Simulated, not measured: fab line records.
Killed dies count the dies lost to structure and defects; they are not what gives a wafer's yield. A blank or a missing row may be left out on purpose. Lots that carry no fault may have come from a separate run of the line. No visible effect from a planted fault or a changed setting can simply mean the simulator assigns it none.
Matching of chambers	flow n5-finfet	N5_FIN_SAQP_HM_DEP_03 on pecvd-03 has 3 sister chambers
The step deposits SiNx from SiH4/NH3/N2, target thk 38 nm, time 33.6 s. 6 wafers are shown with their chamber, then 12 later ones without.

WAFERS WITH THEIR CHAMBER
wafer	chamber	throttle-valve-pct (%)	showerhead-plenum-p-Torr (Torr)
L087.2	2	36.4	5.13
L087.3	1	42.3	5.12
L087.4	0	39.4	5.19
L089.4	0	39.5	5.20
L089.5	1	42.5	5.12
L089.6	2	36.6	5.13

WAFERS WHOSE CHAMBER IS MISSING
wafer	throttle-valve-pct (%)	showerhead-plenum-p-Torr (Torr)
L091.1	39.6	5.21
L091.2	36.6	5.12
L091.5	42.3	5.11
L092.1	36.4	5.11
L092.2	42.4	5.11
L092.3	39.5	5.21
L093.1	39.6	5.20
L093.2	42.5	5.13
L093.3	36.4	5.12
L096.2	42.6	5.11
L096.3	36.6	5.12
L096.4	36.3	5.12

EACH ONE'S CHAMBER
wafer	from the rows above	in truth
L091.1	0	0
L091.2	2	2
L091.5	1	1
L092.1	2	2
L092.2	1	1
L092.3	0	0
L093.1	0	0
L093.2	1	1
L093.3	2	2
L096.2	1	1
L096.3	2	2
L096.4	2	2
Correct placement for 12 of the 12. Not placeable from these rows: 0. 0 placed wrongly.
How it was worked out, from the rows above alone: a wafer's distance from a chamber is the root of the sum, over the readings, of the square of ((its reading less the chamber's mean) divided by the reading's scatter). If the next closest chamber is less than 2 further off than the closest, the wafer can't be placed; otherwise it belongs to the closest. For every chamber, the mean is computed from those of its wafers that are shown. How the scatter is found: for the shown wafers, subtract from each reading the mean of its chamber, square and add these, divide the total by (wafers less chambers), then take the root.
